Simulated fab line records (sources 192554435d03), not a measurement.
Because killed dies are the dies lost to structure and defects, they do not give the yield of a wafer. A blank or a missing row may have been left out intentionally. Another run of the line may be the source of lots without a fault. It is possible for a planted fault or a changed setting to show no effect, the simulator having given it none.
One fault seen from 2 desks    flow n5Finfet    numbers are kept per desk, each desk with only its own; the story behind them comes last

== FROM THE METROLOGY DESK ==
What the gauges read, lot by lot, whatever tool the lot ran on: means of the sampled wafers that have a number. Marked OUT: a lot whose mean sits more than 4 standard deviations from the usual mean, which makes it out of limits; the brackets give that distance.
Columns: A = PAD_OVL at N5_PASSIVATION_OVL_MEAS_63, usual -5 nm
lot   first seen here  A
L863  day 12 07:11     -10
L865  day 12 18:35     -6
L869  day 13 09:23     -14
L870  day 13 22:14     -4
L871  day 14 02:58     -0
L872  day 14 12:00     -5
L874  day 14 18:27     -10
L873  day 15 13:28     -2
L878  day 16 19:58     -6
L882  day 17 11:28     1
L885  day 18 07:05     1
This desk found nothing out of limits on any of the 11 lots.

== TOOL OWNER'S DESK, pvdSputter-02 ==
The tool's own readings at N5_BEOL_M1_SPUTTER_90 (material Cu, target thk 4.5 nm, time 8.29 s): means of the sampled wafers that have a number, for each lot that ran on this tool. Marked OUT: a lot whose mean sits more than 4 standard deviations from the usual mean, which makes it out of limits; the brackets give that distance.
Columns: A = chuckSensorTempC at N5_BEOL_M1_SPUTTER_90, usual -15.8 C; B = throttleValvePct at N5_BEOL_M1_SPUTTER_90, usual 29.9 %
lot   first seen here  A      B
L865  day 7 04:50      -16.0  30.6
L869  day 8 02:20      -15.7  30.0
L870  day 8 10:21      -15.7  30.3
L871  day 8 16:26      -15.7  29.9
L874  day 9 10:53      -16.1  29.7
L882  day 12 00:56     -15.8  30.2
L885  day 12 10:48     -15.4  30.1
This desk found nothing out of limits on any of the 7 lots.

== TAKEN TOGETHER ==
Metrology desk: nothing out of limits seen.
The tool owner's desk saw nothing out of limits.

== WHAT HAD BEEN PUT IN BY THE SIMULATOR ==
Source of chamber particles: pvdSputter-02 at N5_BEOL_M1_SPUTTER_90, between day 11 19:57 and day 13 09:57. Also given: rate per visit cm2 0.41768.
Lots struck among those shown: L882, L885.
